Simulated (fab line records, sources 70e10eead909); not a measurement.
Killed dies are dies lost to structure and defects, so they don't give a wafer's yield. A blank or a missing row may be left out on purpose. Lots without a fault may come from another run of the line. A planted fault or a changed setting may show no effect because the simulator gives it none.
Chamber matching | flow nand_harc | NHARC_P_M2_DESCUM_14 on rie_diel-06: 4 sister chambers
The step chemistry O2, time 3 s. 8 wafers are shown with their chamber, then 11 later ones without.

WAFERS WITH THEIR CHAMBER
wafer  | chamber | showerhead_plenum_p_Torr (Torr) | drypump_motor_current_A (A)
L077.6 | 2       | 1.81                            | 6.20
L088.1 | 1       | 1.89                            | 6.23
L088.2 | 2       | 1.81                            | 6.25
L087.4 | 1       | 1.90                            | 6.20
L090.3 | 0       | 1.94                            | 6.01
L090.5 | 3       | 1.97                            | 6.29
L090.6 | 0       | 1.94                            | 6.01
L091.1 | 3       | 1.97                            | 6.28

WAFERS WITHOUT THEIR CHAMBER
wafer  | showerhead_plenum_p_Torr (Torr) | drypump_motor_current_A (A)
L091.4 | 1.81                            | 6.24
L091.6 | 1.97                            | 6.30
L093.1 | 1.97                            | 6.25
L093.4 | 1.89                            | 6.20
L093.5 | 1.80                            | 6.25
L096.1 | 1.89                            | 6.24
L096.4 | 1.97                            | 6.28
L096.5 | 1.94                            | 6.01
L097.2 | 1.94                            | 5.99
L097.3 | 1.80                            | 6.26
L097.6 | 1.80                            | 6.29

WHICH CHAMBER EACH WENT THROUGH
wafer  | from the rows above | in truth
L091.4 | 2                   | 2
L091.6 | 3                   | 3
L093.1 | 3                   | 3
L093.4 | 1                   | 1
L093.5 | 2                   | 2
L096.1 | 1                   | 1
L096.4 | 3                   | 3
L096.5 | 0                   | 0
L097.2 | 0                   | 0
L097.3 | 2                   | 2
L097.6 | 2                   | 2
Placed correctly: 11 of 11. Can't be placed from these rows: 0. Placed wrongly: 0.
How it was worked out, from the rows above alone: a wafer's distance from a chamber is the root of the sum, over the readings, of the square of ((its reading less the chamber's mean) divided by the reading's scatter). The wafer belongs to the nearest chamber; if the next one is less than 2 further off, it can't be placed. A chamber's mean is the mean of its shown wafers. The scatter: the root of (the sum of the squares of (reading less its chamber's mean) over the shown wafers, divided by (wafers less chambers)).
